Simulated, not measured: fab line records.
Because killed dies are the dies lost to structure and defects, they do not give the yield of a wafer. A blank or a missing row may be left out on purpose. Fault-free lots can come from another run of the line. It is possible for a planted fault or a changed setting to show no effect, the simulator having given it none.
What tool caused it? + flow n5-finfet + Sampling: 11 lots, 32 wafers, 5 of 1938 route steps

== WHAT THE GAUGES SHOWED, per wafer ==
The record holds no reading of a measuring or inspecting step that can be judged against a usual standard deviation.

== WHICH TOOL RAN EACH LOT (tool, then ch and the chambers of the sampled wafers, then the start) ==
| lot  | N5_BEOL_M5_ECD_50              | N5_PASSIVATION_PRE_CLEAN_19  | N5_PASSIVATION_AL_ETCH_33         | N5_PASSIVATION_STRIP_34            | N5_PASSIVATION_PROBE_49 |
|------|--------------------------------|------------------------------|-----------------------------------|------------------------------------|-------------------------|
| L371 | ecd-cu-02 ch 0,1, day 8 09:38  | pvd-sputter-03, day 12 04:20 | rie-metal-01 ch 0,1, day 12 05:16 | rie-diel-01 ch 0,2,3, day 12 05:53 | -                       |
| L372 | ecd-cu-01 ch 0,1, day 9 09:56  | pvd-sputter-01, day 13 04:40 | rie-metal-02 ch 0,1, day 13 05:37 | rie-diel-02 ch 0,1,3, day 13 06:01 | -                       |
| L373 | ecd-cu-01 ch 0,1, day 9 20:11  | pvd-sputter-01, day 13 18:37 | rie-metal-01 ch 0,1, day 13 19:25 | rie-diel-02 ch 0,1,2, day 13 19:56 | -                       |
| L374 | ecd-cu-01 ch 0,1, day 10 05:46 | pvd-sputter-01, day 13 21:53 | rie-metal-02 ch 0,1, day 13 22:53 | rie-diel-04 ch 1,2,3, day 13 23:31 | -                       |
| L375 | ecd-cu-02 ch 0, day 10 11:19   | pvd-sputter-02, day 14 01:45 | rie-metal-02 ch 0,1, day 14 03:07 | rie-diel-02 ch 0,1, day 14 03:40   | -                       |
| L377 | ecd-cu-02 ch 0,1, day 11 07:18 | pvd-sputter-03, day 15 01:01 | rie-metal-02 ch 0,1, day 15 02:02 | rie-diel-01 ch 1,2,3, day 15 02:34 | -                       |
| L382 | ecd-cu-01 ch 0,1, day 12 18:08 | pvd-sputter-01, day 16 06:13 | rie-metal-01 ch 0,1, day 16 07:08 | rie-diel-02 ch 1,2,3, day 16 07:40 | -                       |
| L385 | ecd-cu-02 ch 0,1, day 13 03:02 | pvd-sputter-01, day 16 10:53 | rie-metal-01 ch 0,1, day 16 11:47 | rie-diel-01 ch 0,2,3, day 16 12:18 | -                       |
| L386 | ecd-cu-01 ch 0,1, day 13 15:18 | pvd-sputter-02, day 16 22:28 | rie-metal-01 ch 0,1, day 16 23:28 | rie-diel-04 ch 0,1,2, day 16 23:59 | -                       |
| L390 | ecd-cu-02 ch 0,1, day 14 07:20 | pvd-sputter-02, day 17 20:14 | rie-metal-01 ch 0, day 17 21:01   | rie-diel-02 ch 1,2, day 17 21:32   | prober-01, day 18 02:24 |
| L392 | ecd-cu-02 ch 0,1, day 14 21:28 | pvd-sputter-02, day 18 13:04 | rie-metal-01 ch 0, day 18 14:21   | rie-diel-01 ch 0,2, day 18 14:52   | prober-01, day 18 20:23 |
- N5_BEOL_M5_ECD_50: material Cu, target thk 300 nm.
- N5_PASSIVATION_PRE_CLEAN_19
- N5_PASSIVATION_AL_ETCH_33: etches Al in Cl2/BCl3, stops on TaN, target depth 2800 nm, time 466.7 s.
- N5_PASSIVATION_STRIP_34: strips in O2.
- N5_PASSIVATION_PROBE_49

== AS READ BY THE TOOLS THEMSELVES (means over the sampled wafers that have a number; for cases with no such wafer, the mark the record gives instead) ==
N5_PASSIVATION_PRE_CLEAN_19. Usual: heater-power-w at 447 W, with a standard deviation of 52.
| lot  | tool           | heater-power-w (W) | flag |
|------|----------------|--------------------|------|
| L371 | pvd-sputter-03 | 480                |      |
| L372 | pvd-sputter-01 | 394                |      |
| L373 | pvd-sputter-01 | 435                |      |
| L374 | pvd-sputter-01 | 438                |      |
| L375 | pvd-sputter-02 | 380                |      |
| L377 | pvd-sputter-03 | 452                |      |
| L382 | pvd-sputter-01 | 435                |      |
| L385 | pvd-sputter-01 | 428                |      |
| L386 | pvd-sputter-02 | 432                |      |
| L390 | pvd-sputter-02 | 488                |      |
| L392 | pvd-sputter-02 | 484                |      |

N5_PASSIVATION_AL_ETCH_33. Usual: bcl3-flow-sccm 59.99 sccm, standard deviation 0.17; drypump-motor-current-A 5.7 A, standard deviation 0.4; oes-product-au 0.69 a.u., standard deviation 0.048; throttle-valve-pct 34.21 %, standard deviation 0.18.
| lot  | tool         | bcl3-flow-sccm (sccm) | drypump-motor-current-A (A) | oes-product-au (a.u.) | throttle-valve-pct (%) | flag |
|------|--------------|-----------------------|-----------------------------|-----------------------|------------------------|------|
| L371 | rie-metal-01 | 60.06                 | 5.3                         | 0.74                  | 34.33                  |      |
| L372 | rie-metal-02 | 59.92                 | 5.8                         | 0.66                  | 34.02                  |      |
| L373 | rie-metal-01 | 59.98                 | 5.3                         | 0.73                  | 34.28                  |      |
| L374 | rie-metal-02 | 60.04                 | 5.9                         | 0.65                  | 34.12                  |      |
| L375 | rie-metal-02 | 60.25                 | 5.9                         | 0.65                  | 34.12                  |      |
| L377 | rie-metal-02 | 59.99                 | 5.8                         | 0.65                  | 34.07                  |      |
| L382 | rie-metal-01 | 59.88                 | 5.3                         | 0.72                  | 34.36                  |      |
| L385 | rie-metal-01 | 59.96                 | 5.3                         | 0.72                  | 34.35                  |      |
| L386 | rie-metal-01 | 60.21                 | 5.3                         | 0.72                  | 34.34                  |      |
| L390 | rie-metal-01 | 59.86                 | 5.3                         | 0.72                  | 34.40                  |      |
| L392 | rie-metal-01 | 59.73                 | 5.3                         | 0.71                  | 34.39                  |      |

N5_PASSIVATION_STRIP_34. Usual: drypump-motor-current-A 5.5 A, standard deviation 0.35; oes-product-au 0.81 a.u., standard deviation 0.077; rf-vpp-V 3.8 V, standard deviation 1.6; showerhead-plenum-p-Torr 2.11 Torr, standard deviation 0.057; throttle-valve-pct 16.66 %, standard deviation 0.16.
| lot  | tool        | drypump-motor-current-A (A) | oes-product-au (a.u.) | rf-vpp-V (V) | showerhead-plenum-p-Torr (Torr) | throttle-valve-pct (%) | flag |
|------|-------------|-----------------------------|-----------------------|--------------|---------------------------------|------------------------|------|
| L371 | rie-diel-01 | 5.6                         | 0.85                  | 3.2          | 2.15                            | 16.50                  |      |
| L372 | rie-diel-02 | 5.2                         | 0.82                  | 4.7          | 2.13                            | 16.81                  |      |
| L373 | rie-diel-02 | 5.3                         | 0.81                  | 3.5          | 2.11                            | 16.82                  |      |
| L374 | rie-diel-04 | 5.5                         | 0.81                  | 4.0          | 2.09                            | 16.76                  |      |
| L375 | rie-diel-02 | 5.4                         | 0.88                  | 2.4          | 2.13                            | 16.82                  |      |
| L377 | rie-diel-01 | 5.9                         | 0.85                  | 3.9          | 2.12                            | 16.49                  |      |
| L382 | rie-diel-02 | 5.1                         | 0.71                  | 4.7          | 2.10                            | 16.84                  |      |
| L385 | rie-diel-01 | 5.7                         | 0.79                  | 3.5          | 2.14                            | 16.54                  |      |
| L386 | rie-diel-04 | 5.5                         | 0.83                  | 4.2          | 2.06                            | 16.66                  |      |
| L390 | rie-diel-02 | 5.2                         | 0.69                  | 4.5          | 2.07                            | 16.87                  |      |
| L392 | rie-diel-01 | 5.7                         | 0.78                  | 2.8          | 2.20                            | 16.58                  |      |

N5_PASSIVATION_PROBE_49. Usual: defect-limited-yield 91.2 %, standard deviation 1.4; killed_at_M0_to_M3 34, standard deviation 10; killed_at_M4_up 13, standard deviation 5.1; killed-at-contacts 12, standard deviation 6.5; killed-at-front-end 41, standard deviation 11; killed-at-other 4, standard deviation 3.3; killed-dies 104, standard deviation 16; killed-on-rim 14, standard deviation 3.9; killed-open 69, standard deviation 13; killed-short 33, standard deviation 7; sort_bin_5_function 5.1 %, standard deviation 0.91; sort_bin_6_memory 3.3 %, standard deviation 0.69; sort-n-pass 1076, standard deviation 16; sort-yield-pct 91.2 %, standard deviation 1.4.
| lot  | tool      | defect-limited-yield (%) | killed_at_M0_to_M3 | killed_at_M4_up | killed-at-contacts | killed-at-front-end | killed-at-other | killed-dies | killed-on-rim | killed-open | killed-short | sort_bin_5_function (%) | sort_bin_6_memory (%) | sort-n-pass | sort-yield-pct (%) | flag |
|------|-----------|--------------------------|--------------------|-----------------|--------------------|---------------------|-----------------|-------------|---------------|-------------|--------------|-------------------------|-----------------------|-------------|--------------------|------|
| L390 | prober-01 | 79.1                     | 43                 | 152             | 10                 | 39                  | 2               | 247         | 27            | 73          | 32           | 12.6                    | 7.1                   | 933         | 79.1               | OFF  |
| L392 | prober-01 | 73.0                     | 34                 | 220             | 12                 | 46                  | 4               | 318         | 46            | 75          | 33           | 15.6                    | 9.7                   | 862         | 73.0               | OFF  |

== THE ANSWER, worked out from the rows above alone ==
Rule: a lot is off if the mean of its wafers that have a number lies more than 3 standard deviations from the usual mean. A lot without any number at a reading at which 4 lots or more have one is off too. The other lots that the step has rows for count as sound. Order of review: gauges by route order, followed by the tools' own readings, for which a lot's mean as printed above is used. The first step at which some lot is off is used, and at that step the reading that is off furthest; a lot without a number counts as furthest.
Off, at N5_PASSIVATION_PROBE_49 on killed_at_M4_up: L390, L392. Neither off nor sound, because the step has no rows for them: L371, L372, L373, L374, L375, L377, L382, L385, L386.
If a tool, at that step or one of the process steps before it, ran each lot that is off and ran no sound lot following the first of them, it fits. Can't be told from this: 4 tools fit, ecd-cu-02 at N5_BEOL_M5_ECD_50, pvd-sputter-02 at N5_PASSIVATION_PRE_CLEAN_19, rie-metal-01 at N5_PASSIVATION_AL_ETCH_33, prober-01 at N5_PASSIVATION_PROBE_49.

== WHAT THE SIMULATOR HAD INSERTED ==
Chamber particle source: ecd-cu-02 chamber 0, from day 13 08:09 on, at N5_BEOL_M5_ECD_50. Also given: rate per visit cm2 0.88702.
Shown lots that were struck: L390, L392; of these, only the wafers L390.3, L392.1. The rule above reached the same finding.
